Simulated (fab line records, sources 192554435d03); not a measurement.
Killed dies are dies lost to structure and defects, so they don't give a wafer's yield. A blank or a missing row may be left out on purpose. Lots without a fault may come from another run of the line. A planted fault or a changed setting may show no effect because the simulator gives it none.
Split-lot experiment | flow n5_finfet | 7 lots, 21 wafers read, on a route of 1938 steps

THE SPLIT
At N5_BEOL_M5_ETCH_68 (etches SOC in N2/H2, target depth 80 nm, overetch 16 nm, time 120 s), the setting bias_w was moved away from the recipe's 150 W on 4 of the 21 wafers read, by -16.5% to +13.9%. The other wafers ran this setting at the recipe's value.

The reading is taken at the split's own step.

THE READING
rf_vpp_V, in V, at N5_BEOL_M5_ETCH_68 (etches SOC in N2/H2, target depth 80 nm, overetch 16 nm, time 120 s). Fault-free wafers of this fab line usually give 522.8 V, standard deviation 2.7 V.

wafer  | tool, chamber at the split | bias_w as run, W | against the recipe | rf_vpp_V, V | against lot-mates on the recipe
L076.2 | rie_diel-06, 0             | 150              | recipe             | 526.4       | -
L076.3 | rie_diel-06, 2             | 150              | recipe             | 523.6       | -
L076.6 | rie_diel-06, 3             | 125.2            | -16.5%             | 468.9       | -56.1
L084.1 | rie_diel-03, 3             | 150              | recipe             | 520.3       | -
L084.5 | rie_diel-03, 1             | 150              | recipe             | 524.2       | -
L084.6 | rie_diel-03, 0             | 128.8            | -14.1%             | 469.8       | -52.4
L088.1 | rie_diel-06, 3             | 170.8            | +13.9%             | 571.0       | +48.0
L088.4 | rie_diel-06, 0             | 150              | recipe             | 524.1       | -
L088.5 | rie_diel-06, 2             | 150              | recipe             | 521.9       | -
L089.2 | rie_diel-04, 3             | 150              | recipe             | 522.9       | -
L089.5 | rie_diel-04, 2             | 150              | recipe             | 523.6       | -
L089.6 | rie_diel-04, 1             | 150              | recipe             | 524.7       | -
L090.3 | rie_diel-03, 3             | 150              | recipe             | 519.7       | -
L090.5 | rie_diel-03, 2             | 150              | recipe             | 526.4       | -
L090.6 | rie_diel-03, 3             | 150              | recipe             | 521.1       | -
L093.2 | rie_diel-04, 3             | 132.7            | -11.5%             | 483.5       | -37.0
L093.4 | rie_diel-04, 0             | 150              | recipe             | 519.9       | -
L093.5 | rie_diel-04, 0             | 150              | recipe             | 521.2       | -
L094.2 | rie_diel-04, 1             | 150              | recipe             | 524.3       | -
L094.4 | rie_diel-04, 3             | 150              | recipe             | 523.7       | -
L094.6 | rie_diel-04, 2             | 150              | recipe             | 522.1       | -

THE FIT
A straight line over all 21 wafers: rf_vpp_V changes by +3.46 V for each +1% of bias_w; r = +0.99; the points scatter about the line by 2.3 V.
The same after taking each lot's own level away (the mean of its wafers on the recipe; 21 wafers): +3.46 V for each +1%; r = +1.00; scatter 1.9 V.
On that fit, the largest move of bias_w shifts the reading by 57 V.
The lots' own levels span 520.55 to 525.00 V, that is 1.6 times the standard deviation above.
So the lot-to-lot level changes the slope little: the two slopes agree.
Check: with one of the wafers moved furthest among these (-16.5%) left out of the fit, the line predicts -57.8 V for it against its lot-mates. It came out at -56.1 V against them.
Tool readings at the split's step, against how far the setting was moved: rf_vpp_V r = +0.99.

OTHER SPLITS ON THESE WAFERS
These wafers also went through other splits before the reading. Each is held against what the fit with the lots' levels taken away leaves over:
other split on the same wafers | wafers away from the commonest value | r with rf_vpp_V (lot level and that fit taken away)
N5_BEOL_M3_EXPOSE_08 dose_mj   | 12                                   | -0.09
N5_BEOL_M4_COAT_67 spin_rpm    | 6                                    | -0.09
N5_BEOL_M4_COAT_68 spin_rpm    | 6                                    | +0.00

THE WHOLE CHAIN: every reading that the file lists as answering this split, in the file's order
step               | what it does                                                        | reading                                                                          | change (the file's fit)                | r (the file's)
N5_BEOL_M5_ETCH_68 | etches SOC in N2/H2, target depth 80 nm, overetch 16 nm, time 120 s | rf_vpp_V                                                                         | +3.46 V for each +1% of the setting    | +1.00
N5_BEOL_M5_ETCH_68 | etches SOC in N2/H2, target depth 80 nm, overetch 16 nm, time 120 s | SiARC_of_BEOL_M5_COAT_66.thk_nm (the simulator's own value, which no gauge read) | -0.0747 nm for each +1% of the setting | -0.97

THE FILE'S OWN FIT
rf_vpp_V changes by +3.46 V for each +1% of bias_w, r = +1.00.
